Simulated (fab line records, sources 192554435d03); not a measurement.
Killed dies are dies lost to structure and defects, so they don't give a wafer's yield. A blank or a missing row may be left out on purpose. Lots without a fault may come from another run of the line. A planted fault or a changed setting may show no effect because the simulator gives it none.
One fault seen from 2 desks | flow n5_finfet | each desk has only its own numbers; what lay behind them comes last

THE METROLOGY DESK
What the gauges read, lot by lot, whatever tool the lot ran on: means of the sampled wafers that have a number. A lot is out of limits, marked OUT, if its mean lies more than 4 standard deviations from the usual mean; the brackets give that distance. Of its 11 readings 7 are shown: those that lie furthest out on some lot.
Columns: A = thk_nm at N5_STI_FIN_REVEAL_THK_MEAS_05, usual 131.3 nm; B = DIBL_P at N5_BEOL_M4_RC_MEAS_101, usual 37.3 mV/V; C = IOFF_P at N5_BEOL_M4_RC_MEAS_101, usual 0.23 nA/um; D = ION_P at N5_BEOL_M4_RC_MEAS_101, usual 464 uA/um; E = SS_N at N5_BEOL_M4_RC_MEAS_101, usual 72.0 mV/dec; F = SS_P at N5_BEOL_M4_RC_MEAS_101, usual 73.5 mV/dec; G = VT_P at N5_BEOL_M4_RC_MEAS_101, usual -249 mV
lot  | first seen here | A     | B    | C    | D   | E    | F    | G
L866 | day 2 14:16     | 132.4 | 37.6 | 0.24 | 463 | 72.3 | 73.9 | -249
L869 | day 3 09:45     | 130.7 | 38.5 | 0.22 | 463 | 72.3 | 73.6 | -251
L872 | day 4 03:56     | 130.2 | 36.3 | 0.27 | 476 | 71.7 | 74.2 | -245
L874 | day 4 15:10     | 132.7 | 37.4 | 0.24 | 466 | 71.6 | 74.0 | -248
L876 | day 5 05:32     | 128.2 | 35.8 | 0.24 | 465 | 71.8 | 73.1 | -246
L878 | day 5 16:49     | 128.6 | 37.3 | 0.21 | 464 | 71.0 | 72.9 | -249
L882 | day 6 16:22     | 129.8 | 40.0 | 0.30 | 477 | 71.8 | 73.7 | -243
L885 | day 7 09:32     | 130.2 | 40.5 | 0.26 | 466 | 72.3 | 74.5 | -249
L887 | day 7 21:08     | 133.1 | 37.2 | 0.22 | 462 | 72.0 | 73.3 | -249
L888 | day 8 04:07     | 131.6 | 38.9 | 0.28 | 468 | 72.0 | 74.0 | -246
This desk's finding: nothing out of limits on any of the 10 lots.

THE TOOL OWNER'S DESK: cmp-04
The tool's own readings at N5_STI_FIN_REVEAL_CMP_04 (polishes, stops on Si3N4, t overpolish 4 s, target thk 131.83 nm): means of the sampled wafers that have a number, for each lot that ran on this tool. A lot is out of limits, marked OUT, if its mean lies more than 4 standard deviations from the usual mean; the brackets give that distance.
Columns: A = motor_current_A at N5_STI_FIN_REVEAL_CMP_04, usual 7.9 A; B = overpolish_run_s at N5_STI_FIN_REVEAL_CMP_04, usual 3.999 s; C = time_to_endpoint_s at N5_STI_FIN_REVEAL_CMP_04, usual 104 s
lot  | first seen here | A   | B     | C
L872 | day 4 03:38     | 8.2 | 4.011 | 99
L874 | day 4 14:52     | 8.2 | 4.007 | 107
L876 | day 5 05:14     | 8.3 | 4.002 | 76 (-4.6) OUT
L878 | day 5 16:35     | 8.1 | 4.006 | 80
L882 | day 6 16:09     | 8.0 | 3.998 | 80
This desk's finding: out of limits on L876; first on L876, day 5 05:14 (time_to_endpoint_s at N5_STI_FIN_REVEAL_CMP_04). In limits: L872, L874, L878, L882.

PUT TOGETHER
The tool owner's desk could have raised an alarm at day 5 05:14, on L876.
The metrology desk saw nothing out of limits.
The metrology desk has L876 on record, within its limits.
Of the lots named, all ran N5_STI_FIN_REVEAL_CMP_04 on cmp-04.

WHAT THE SIMULATOR HAD PUT IN
Process parameter drift: cmp-04, from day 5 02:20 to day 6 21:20, at N5_STI_FIN_REVEAL_CMP_04. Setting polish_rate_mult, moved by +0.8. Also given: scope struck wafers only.
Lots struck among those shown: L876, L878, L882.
Hours from the fault's start to each desk's first reading out of limits: the tool owner's desk, 3.
